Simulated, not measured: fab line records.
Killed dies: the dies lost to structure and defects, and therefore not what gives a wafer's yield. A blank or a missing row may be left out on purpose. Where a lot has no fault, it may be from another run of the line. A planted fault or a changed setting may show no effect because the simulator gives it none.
Struck lot and sound lot, side by side :: flow n5 finfet :: 19 out of 1938 route steps
Sound: these wafers, L787.3, L787.5, L787.6. Struck: wafers L791.1, L791.3, L791.6. Last of all comes the cause.
Each step with rows lists, per side, the tool, then ch with its chambers, then its first start. Under that, the readings that differ: sound wafers :: struck wafers :: difference of the means :: sigmas: that difference in standard deviations of wafers without a fault.
alike: readings with means less than 2 such deviations apart, plus words and numbers identical on both sides. not compared: withheld readings, readings lacking a value on some wafer, bounds such as >300 that could conceal the same value, and numbers that have no deviation in the record and whose values overlap.
Wherever a step has rows on one side only, a row that says differs or no value, or a row with sigmas, the two part there. Non-overlapping numbers with no deviation appear without sigmas and do not part them. A reading missing from all wafers of one side parts the sides only when that side holds two or more wafers.

N5_BEOL_M10_ETCH_61: etches SiARC in CF4, target depth 39 nm, time 65 s.
  sound on rie diel-01 ch 1,2,3, day 11 07:35; struck on rie diel-02 ch 1,3, day 12 21:21
  alike: drypump motor current A, etch rf on time s, oes product au, rf vpp V, showerhead plenum p Torr, throttle valve pct
  not compared: rf hours counter h
N5_BEOL_M10_ETCH_62: etches SOC in N2/H2, target depth 110 nm, overetch 22 nm, time 165 s.
  sound on rie diel-01 ch 1,2,3, day 11 07:38; struck on rie diel-02 ch 1,3, day 12 21:24
  alike: drypump motor current A, oes product au, rf vpp V, showerhead plenum p Torr, throttle valve pct
  not compared: rf hours counter h
then, 1 step without rows for these wafers: N5_BEOL_M10_STRIP_68 (strips in N2/H2).
N5_BEOL_M10_STRIP_67: strips in CF4.
  sound on rie diel-01 ch 1,2,3, day 11 07:47; struck on rie diel-02 ch 1,3, day 12 21:33
  alike: drypump motor current A, oes product au, rf vpp V, showerhead plenum p Torr, throttle valve pct
  not compared: rf hours counter h
N5_BEOL_M10_HM_OPEN_17: chemistry Cl2/BCl3, target TiN, target depth 20 nm, overetch 6 nm.
  sound on rie metal-03 ch 0,1, day 11 07:51; struck on rie metal-02 ch 0,1, day 12 21:36
  alike: drypump motor current A, oes product au, throttle valve pct
  not compared: rf hours counter h
N5_BEOL_M10_STRIP_19: strips in O2.
  sound on rie diel-01 ch 1,2,3, day 11 07:56; struck on rie diel-04 ch 1,2,3, day 12 21:43
  alike: drypump motor current A, oes product au, rf vpp V, showerhead plenum p Torr, throttle valve pct
  not compared: rf hours counter h
N5_BEOL_M10_CD_MEAS_18: pitch 140 nm, target cd 70 nm.
  sound on cd sem-03, day 11 08:01; struck on cd sem-01, day 12 21:47
  alike: cd nm
then, 5 steps without rows for these wafers: N5_BEOL_M10_COAT_63 (time 60 s, resist thk 100 nm); N5_BEOL_M10_COAT_64 (time 60 s, resist thk 30 nm); N5_BEOL_M10_COAT_22 (resist thk 90 nm); N5_BEOL_M10_EBR_24; N5_BEOL_M10_SOFTBAKE_23 (time 60 s).
N5_BEOL_M10_EXPOSE_25: exposes mask V9.
  sound on arfi scanner-02 ch 0, day 11 09:33; struck on arfi scanner-03 ch 0, day 13 00:08
reading: model.BEOL_M10.overlay x nm (nm)
sound: -0.2 -0.2 -0.2
struck: 8.8 8.8 8.8
difference: +9.0
sigmas: 
  alike: mask
then, 2 steps without rows for these wafers: N5_BEOL_M10_PEB_26 (peb time 60 s); N5_BEOL_M10_DEVELOP_27 (develop time 30 s).
N5_BEOL_M10_CD_MEAS_28: target cd 70 nm.
  sound on cd sem-02 ch 0, day 11 09:40; struck on cd sem-01 ch 0, day 13 00:16
  alike: cd nm
N5_BEOL_M10_OVL_MEAS_29:
  sound on overlay-01 ch 0, day 11 09:42; struck on overlay-02 ch 0, day 13 00:18
reading: V9_OVL (nm)
sound: -1.1 -0.9 -0.1
struck: 9.0 7.6 8.7
difference: +9.1
sigmas: +12
N5_BEOL_M10_INSPECT_30: inspects for defects (brightfield).
  sound on defect inspect-01, day 11 09:43; struck on defect inspect-02, day 13 00:20
reading: raw defect count
sound: 764 467 510
struck: 342 400 426
difference: -191
sigmas: -2
N5_PASSIVATION_PROBE_49:
  rows exist in the record for the sound wafers here (prober-02, day 13 11:37), none for the struck ones

WHERE THEY PART
First at N5_BEOL_M10_OVL_MEAS_29; last, within this record, at N5_PASSIVATION_PROBE_49.

WHY: what had been put in by the simulator
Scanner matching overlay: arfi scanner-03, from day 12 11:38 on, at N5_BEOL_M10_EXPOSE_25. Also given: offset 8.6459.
